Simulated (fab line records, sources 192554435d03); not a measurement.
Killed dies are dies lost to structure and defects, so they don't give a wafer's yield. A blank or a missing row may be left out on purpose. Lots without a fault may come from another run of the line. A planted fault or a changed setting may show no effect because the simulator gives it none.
Which tool did it? | flow n5_finfet | 24 lots, 72 wafers sampled, at 5 steps of a route of 1938

WHAT THE GAUGES READ, wafer by wafer
N5_BEOL_M6_CD_MEAS_35: target cd 40 nm, target cd y 28 nm. Usual: cd_nm 39.8 nm, standard deviation 0.58.
lot  | measured     | on        | cd_nm (nm)     | flag
L074 | day 8 19:59  | cd_sem-03 | 39.4 39.6 39.3 |
L075 | day 9 02:19  | cd_sem-02 | 39.6 39.5 40.1 |
L076 | day 9 05:18  | cd_sem-03 | 39.3 39.5 39.8 |
L077 | day 9 11:58  | cd_sem-01 | 40.4 40.4 40.2 |
L078 | day 9 15:55  | cd_sem-01 | 39.7 39.8 39.5 |
L079 | day 9 19:05  | cd_sem-01 | 41.1 39.8 40.3 |
L080 | day 9 23:46  | cd_sem-02 | 39.1 39.4 39.0 |
L081 | day 10 09:20 | cd_sem-01 | 40.5 40.4 40.0 |
L082 | day 10 18:25 | cd_sem-02 | 39.7 39.2 40.4 |
L083 | day 10 23:04 | cd_sem-03 | 40.2 40.2 40.2 |
L084 | day 11 05:59 | cd_sem-02 | 39.8 40.8 40.0 |
L085 | day 11 10:14 | cd_sem-02 | 40.2 39.8 39.9 |
L086 | day 11 12:08 | cd_sem-01 | 39.5 40.2 39.8 |
L087 | day 12 07:11 | cd_sem-01 | 39.5 39.7 39.2 |
L090 | day 12 19:05 | cd_sem-02 | 39.4 38.5 39.4 |
L088 | day 12 19:16 | cd_sem-02 | 40.0 39.3 39.9 |
L089 | day 12 19:35 | cd_sem-02 | 39.6 39.8 39.6 |
L091 | day 12 20:57 | cd_sem-01 | 38.6 39.4 39.0 |
L092 | day 13 12:26 | cd_sem-03 | 39.7 39.1 38.8 |
L093 | day 13 12:50 | cd_sem-03 | 39.3 39.6 40.1 |
L094 | day 13 17:13 | cd_sem-03 | 39.5 40.1 39.9 |
L095 | day 14 00:19 | cd_sem-02 | 39.8 41.2 40.5 |
L096 | day 14 23:24 | cd_sem-01 | 39.0 38.7 38.7 |
L097 | day 14 23:49 | cd_sem-03 | 39.7 40.3 40.2 |

WHICH TOOL RAN EACH LOT (tool, then ch and the chambers of the sampled wafers, then the start)
lot  | N5_BEOL_M5_CO_CAP_78             | N5_BEOL_M5_DEP_56               | N5_BEOL_M6_STRIP_67                | N5_BEOL_M6_ETCH_66
L074 | cvd_co-02 ch 0,2, day 8 13:47    | pecvd-01 ch 0,1,2, day 8 13:54  | rie_diel-05 ch 0,2,3, day 8 17:02  | rie_diel-02 ch 1,3, day 8 19:29
L075 | cvd_co-01 ch 0,1,2, day 8 21:04  | pecvd-04 ch 0,1,2, day 8 21:10  | rie_diel-06 ch 2,3, day 8 23:08    | rie_diel-05 ch 0,2,3, day 9 01:51
L076 | cvd_co-02 ch 0,1, day 8 23:14    | pecvd-04 ch 1,2, day 8 23:22    | rie_diel-05 ch 0,3, day 9 03:22    | rie_diel-05 ch 0,2, day 9 04:48
L077 | cvd_co-01 ch 0,1,2, day 9 05:55  | pecvd-01 ch 1,2, day 9 06:02    | rie_diel-02 ch 0,1,2, day 9 09:17  | rie_diel-05 ch 1,2,3, day 9 11:28
L078 | cvd_co-01 ch 0,1,2, day 9 12:20  | pecvd-04 ch 0,1,2, day 9 12:27  | rie_diel-05 ch 2,3, day 9 14:19    | rie_diel-06 ch 1,2,3, day 9 15:25
L079 | cvd_co-02 ch 0,2, day 9 15:34    | pecvd-04 ch 1,2, day 9 15:41    | rie_diel-06 ch 0,1, day 9 17:25    | rie_diel-05 ch 1,2,3, day 9 18:35
L080 | cvd_co-02 ch 0,1,2, day 9 20:07  | pecvd-02 ch 0,2, day 9 20:16    | rie_diel-02 ch 0,2, day 9 22:25    | rie_diel-02 ch 0,2,3, day 9 23:16
L081 | cvd_co-01 ch 0,1, day 10 04:48   | pecvd-02 ch 1,2, day 10 04:55   | rie_diel-05 ch 0,2,3, day 10 07:27 | rie_diel-05 ch 0,1,3, day 10 08:50
L082 | cvd_co-02 ch 0,1, day 10 12:17   | pecvd-02 ch 0,1,2, day 10 12:24 | rie_diel-05 ch 0,2,3, day 10 16:02 | rie_diel-02 ch 0,2,3, day 10 17:55
L083 | cvd_co-02 ch 0,1,2, day 10 16:07 | pecvd-04 ch 0,2, day 10 16:14   | rie_diel-05 ch 0,1, day 10 19:45   | rie_diel-05 ch 0,1, day 10 22:34
L084 | cvd_co-02 ch 1,2, day 10 23:36   | pecvd-01 ch 0,1,2, day 10 23:43 | rie_diel-06 ch 0,2,3, day 11 01:58 | rie_diel-05 ch 0,3, day 11 05:29
L085 | cvd_co-02 ch 0,1, day 11 06:11   | pecvd-04 ch 0,1,2, day 11 06:17 | rie_diel-06 ch 2,3, day 11 08:45   | rie_diel-02 ch 0,1,2, day 11 09:44
L086 | cvd_co-02 ch 0,1,2, day 11 07:25 | pecvd-01 ch 1,2, day 11 07:32   | rie_diel-05 ch 0,2, day 11 10:31   | rie_diel-05 ch 1,2,3, day 11 11:38
L087 | cvd_co-01 ch 0,2, day 11 22:29   | pecvd-01 ch 0,1,2, day 11 22:36 | rie_diel-02 ch 1,2, day 12 02:36   | rie_diel-06 ch 0,1,3, day 12 06:41
L090 | cvd_co-01 ch 0,1,2, day 12 07:23 | pecvd-02 ch 0,1, day 12 07:30   | rie_diel-05 ch 1,3, day 12 12:50   | rie_diel-05 ch 0,1, day 12 18:35
L088 | cvd_co-01 ch 0,1, day 12 12:35   | pecvd-02 ch 0,1,2, day 12 12:44 | rie_diel-05 ch 1,2,3, day 12 14:34 | rie_diel-02 ch 0,1,2, day 12 18:46
L089 | cvd_co-01 ch 0,1, day 12 12:46   | pecvd-04 ch 0,2, day 12 12:55   | rie_diel-06 ch 0,2,3, day 12 14:44 | rie_diel-06 ch 0,1,2, day 12 19:05
L091 | cvd_co-01 ch 0,1, day 12 15:03   | pecvd-01 ch 1,2, day 12 15:10   | rie_diel-06 ch 0,2,3, day 12 19:38 | rie_diel-05 ch 0,1,3, day 12 20:26
L092 | cvd_co-01 ch 0,1,2, day 13 04:56 | pecvd-04 ch 0,1,2, day 13 05:03 | rie_diel-02 ch 0,1,3, day 13 08:52 | rie_diel-02 ch 0,1,2, day 13 11:56
L093 | cvd_co-02 ch 1,2, day 13 06:10   | pecvd-02 ch 1,2, day 13 06:17   | rie_diel-06 ch 2,3, day 13 09:37   | rie_diel-06 ch 2,3, day 13 12:20
L094 | cvd_co-01 ch 0,2, day 13 12:56   | pecvd-02 ch 1,2, day 13 13:02   | rie_diel-05 ch 0,1, day 13 14:59   | rie_diel-05 ch 1,2, day 13 16:43
L095 | cvd_co-02 ch 0,2, day 13 19:23   | pecvd-04 ch 0,1, day 13 19:30   | rie_diel-02 ch 0,1,3, day 13 22:40 | rie_diel-05 ch 0,1, day 13 23:49
L096 | cvd_co-01 ch 0,2, day 14 11:04   | pecvd-01 ch 0,1,2, day 14 11:11 | rie_diel-02 ch 1,2, day 14 17:50   | rie_diel-02 ch 0,2, day 14 22:54
L097 | cvd_co-02 ch 0,2, day 14 17:49   | pecvd-01 ch 0,1,2, day 14 17:56 | rie_diel-05 ch 0,1,3, day 14 19:59 | rie_diel-02 ch 0,1, day 14 23:18
- N5_BEOL_M5_CO_CAP_78: material Co, precursor CCTBA/H2, target thk 2 nm, time 102.1 s.
- N5_BEOL_M5_DEP_56: deposits SiCN from 3MS/NH3, target thk 8 nm, time 14 s.
- N5_BEOL_M6_STRIP_67: strips in CF4.
- N5_BEOL_M6_ETCH_66: etches SOC in N2/H2, target depth 80 nm, overetch 16 nm, time 120 s.

WHAT THE TOOLS THEMSELVES READ (means of the sampled wafers that have a number; where no wafer has one, the mark that the record gives instead)
N5_BEOL_M5_CO_CAP_78. Usual: heater_power_w 243 W, standard deviation 39.
lot  | tool      | heater_power_w (W) | flag
L074 | cvd_co-02 | 209                |
L075 | cvd_co-01 | 233                |
L076 | cvd_co-02 | 280                |
L077 | cvd_co-01 | 234                |
L078 | cvd_co-01 | 234                |
L079 | cvd_co-02 | 222                |
L080 | cvd_co-02 | 246                |
L081 | cvd_co-01 | 261                |
L082 | cvd_co-02 | 256                |
L083 | cvd_co-02 | 246                |
L084 | cvd_co-02 | 238                |
L085 | cvd_co-02 | 278                |
L086 | cvd_co-02 | 245                |
L087 | cvd_co-01 | 234                |
L090 | cvd_co-01 | 234                |
L088 | cvd_co-01 | 260                |
L089 | cvd_co-01 | 259                |
L091 | cvd_co-01 | 259                |
L092 | cvd_co-01 | 237                |
L093 | cvd_co-02 | 239                |
L094 | cvd_co-01 | 210                |
L095 | cvd_co-02 | 219                |
L096 | cvd_co-01 | 240                |
L097 | cvd_co-02 | 211                |

N5_BEOL_M5_DEP_56. Usual: showerhead_plenum_p_Torr 3.669 Torr, standard deviation 0.018; throttle_valve_pct 9.1 %, standard deviation 0.53.
lot  | tool     | showerhead_plenum_p_Torr (Torr) | throttle_valve_pct (%) | flag
L074 | pecvd-01 | 3.681                           | 9.3                    |
L075 | pecvd-04 | 3.676                           | 9.1                    |
L076 | pecvd-04 | 3.673                           | 9.1                    |
L077 | pecvd-01 | 3.690                           | 9.1                    |
L078 | pecvd-04 | 3.679                           | 9.1                    |
L079 | pecvd-04 | 3.674                           | 9.1                    |
L080 | pecvd-02 | 3.647                           | 8.9                    |
L081 | pecvd-02 | 3.648                           | 9.0                    |
L082 | pecvd-02 | 3.645                           | 9.0                    |
L083 | pecvd-04 | 3.664                           | 9.0                    |
L084 | pecvd-01 | 3.675                           | 9.4                    |
L085 | pecvd-04 | 3.678                           | 9.0                    |
L086 | pecvd-01 | 3.686                           | 9.7                    |
L087 | pecvd-01 | 3.677                           | 9.3                    |
L090 | pecvd-02 | 3.648                           | 8.9                    |
L088 | pecvd-02 | 3.651                           | 8.8                    |
L089 | pecvd-04 | 3.668                           | 9.0                    |
L091 | pecvd-01 | 3.693                           | 9.0                    |
L092 | pecvd-04 | 3.672                           | 9.0                    |
L093 | pecvd-02 | 3.655                           | 8.8                    |
L094 | pecvd-02 | 3.650                           | 8.9                    |
L095 | pecvd-04 | 3.676                           | 9.1                    |
L096 | pecvd-01 | 3.676                           | 9.3                    |
L097 | pecvd-01 | 3.685                           | 9.4                    |

N5_BEOL_M6_STRIP_67. Usual: drypump_motor_current_A 5.9 A, standard deviation 0.6; oes_product_au 0.79 a.u., standard deviation 0.076; rf_vpp_V 270.6 V, standard deviation 1.5; showerhead_plenum_p_Torr 1.76 Torr, standard deviation 0.051; throttle_valve_pct 13.50 %, standard deviation 0.29.
lot  | tool        | drypump_motor_current_A (A) | oes_product_au (a.u.) | rf_vpp_V (V) | showerhead_plenum_p_Torr (Torr) | throttle_valve_pct (%) | flag
L074 | rie_diel-05 | 5.8                         | 0.77                  | 270.9        | 1.75                            | 13.40                  |
L075 | rie_diel-06 | 6.4                         | 0.79                  | 272.2        | 1.82                            | 13.65                  |
L076 | rie_diel-05 | 5.3                         | 0.81                  | 269.9        | 1.73                            | 13.17                  |
L077 | rie_diel-02 | 5.6                         | 0.83                  | 269.6        | 1.75                            | 13.34                  |
L078 | rie_diel-05 | 6.0                         | 0.75                  | 271.6        | 1.77                            | 13.54                  |
L079 | rie_diel-06 | 5.2                         | 0.78                  | 271.2        | 1.77                            | 13.73                  |
L080 | rie_diel-02 | 5.8                         | 0.80                  | 269.8        | 1.74                            | 13.51                  |
L081 | rie_diel-05 | 5.8                         | 0.75                  | 270.1        | 1.75                            | 13.44                  |
L082 | rie_diel-05 | 5.8                         | 0.75                  | 269.9        | 1.75                            | 13.44                  |
L083 | rie_diel-05 | 6.1                         | 0.80                  | 269.0        | 1.73                            | 13.47                  |
L084 | rie_diel-06 | 5.9                         | 0.76                  | 269.9        | 1.77                            | 13.79                  |
L085 | rie_diel-06 | 6.4                         | 0.77                  | 271.0        | 1.82                            | 13.69                  |
L086 | rie_diel-05 | 6.2                         | 0.73                  | 269.4        | 1.74                            | 13.60                  |
L087 | rie_diel-02 | 5.7                         | 0.80                  | 270.0        | 1.74                            | 13.33                  |
L090 | rie_diel-05 | 5.9                         | 0.84                  | 270.0        | 1.74                            | 13.36                  |
L088 | rie_diel-05 | 5.9                         | 0.78                  | 269.4        | 1.75                            | 13.47                  |
L089 | rie_diel-06 | 5.9                         | 0.75                  | 270.6        | 1.77                            | 13.82                  |
L091 | rie_diel-06 | 5.8                         | 0.75                  | 270.9        | 1.77                            | 13.81                  |
L092 | rie_diel-02 | 5.5                         | 0.86                  | 271.1        | 1.75                            | 13.32                  |
L093 | rie_diel-06 | 6.3                         | 0.80                  | 271.4        | 1.79                            | 13.68                  |
L094 | rie_diel-05 | 6.2                         | 0.82                  | 270.1        | 1.74                            | 13.51                  |
L095 | rie_diel-02 | 5.5                         | 0.85                  | 269.8        | 1.75                            | 13.33                  |
L096 | rie_diel-02 | 5.8                         | 0.78                  | 270.2        | 1.74                            | 13.37                  |
L097 | rie_diel-05 | 5.8                         | 0.78                  | 269.7        | 1.73                            | 13.41                  |

N5_BEOL_M6_ETCH_66. Usual: drypump_motor_current_A 5.8 A, standard deviation 0.6; oes_product_au 0.61 a.u., standard deviation 0.054; rf_vpp_V 522.4 V, standard deviation 1.9; showerhead_plenum_p_Torr 2.49 Torr, standard deviation 0.06; temp_c 40.00 C, standard deviation 0.12; throttle_valve_pct 17.7 %, standard deviation 0.34.
lot  | tool        | drypump_motor_current_A (A) | oes_product_au (a.u.) | rf_vpp_V (V) | showerhead_plenum_p_Torr (Torr) | temp_c (C) | throttle_valve_pct (%) | flag
L074 | rie_diel-02 | 5.7                         | 0.62                  | 522.0        | 2.49                            | 39.88      | 17.5                   |
L075 | rie_diel-05 | 5.8                         | 0.59                  | 521.9        | 2.48                            | 40.05      | 17.7                   |
L076 | rie_diel-05 | 6.4                         | 0.55                  | 522.5        | 2.50                            | 39.89      | 17.9                   |
L077 | rie_diel-05 | 6.0                         | 0.62                  | 521.7        | 2.48                            | 39.96      | 17.6                   |
L078 | rie_diel-06 | 6.2                         | 0.65                  | 525.7        | 2.61                            | 40.01      | 17.7                   |
L079 | rie_diel-05 | 6.0                         | 0.61                  | 521.9        | 2.48                            | 39.93      | 17.6                   |
L080 | rie_diel-02 | 5.8                         | 0.59                  | 522.1        | 2.49                            | 40.03      | 17.9                   |
L081 | rie_diel-05 | 5.8                         | 0.63                  | 522.6        | 2.46                            | 40.11      | 17.5                   |
L082 | rie_diel-02 | 5.8                         | 0.59                  | 522.0        | 2.49                            | 40.06      | 18.0                   |
L083 | rie_diel-05 | 6.1                         | 0.61                  | 521.3        | 2.45                            | 40.00      | 17.7                   |
L084 | rie_diel-05 | 5.6                         | 0.59                  | 520.2        | 2.45                            | 40.07      | 17.6                   |
L085 | rie_diel-02 | 5.6                         | 0.62                  | 522.6        | 2.47                            | 40.05      | 17.7                   |
L086 | rie_diel-05 | 6.0                         | 0.61                  | 522.5        | 2.48                            | 40.07      | 17.6                   |
L087 | rie_diel-06 | 5.8                         | 0.58                  | 525.1        | 2.58                            | 39.86      | 18.0                   |
L090 | rie_diel-05 | 6.1                         | 0.60                  | 521.1        | 2.45                            | 39.94      | 17.7                   |
L088 | rie_diel-02 | 5.6                         | 0.61                  | 521.9        | 2.47                            | 39.97      | 17.7                   |
L089 | rie_diel-06 | 5.7                         | 0.62                  | 524.0        | 2.52                            | 40.05      | 17.8                   |
L091 | rie_diel-05 | 5.8                         | 0.61                  | 521.3        | 2.45                            | 40.00      | 17.5                   |
L092 | rie_diel-02 | 5.6                         | 0.61                  | 521.9        | 2.46                            | 40.04      | 17.7                   |
L093 | rie_diel-06 | 6.4                         | 0.58                  | 525.3        | 2.58                            | 40.04      | 18.0                   |
L094 | rie_diel-05 | 6.5                         | 0.60                  | 522.5        | 2.48                            | 39.96      | 17.7                   |
L095 | rie_diel-05 | 6.1                         | 0.59                  | 520.5        | 2.44                            | 40.06      | 17.7                   |
L096 | rie_diel-02 | 5.9                         | 0.59                  | 521.2        | 2.46                            | 40.03      | 17.9                   |
L097 | rie_diel-02 | 5.2                         | 0.62                  | 521.0        | 2.47                            | 40.00      | 17.7                   |

THE ANSWER, worked out from the rows above alone
Rule: a lot is off if the mean of its wafers that have a number lies more than 3 standard deviations from the usual mean. A lot without any number at a reading at which 4 lots or more have one is off too. The other lots that the step has rows for count as sound. The gauges are gone through in route order, then the tools' own readings, and for those a lot's mean is taken as printed above. The first step at which some lot is off is used, and at that step the reading that is off furthest; a lot without a number counts as furthest.
No lot is off at any reading shown: from this, nothing can be told.

WHAT THE SIMULATOR HAD PUT IN
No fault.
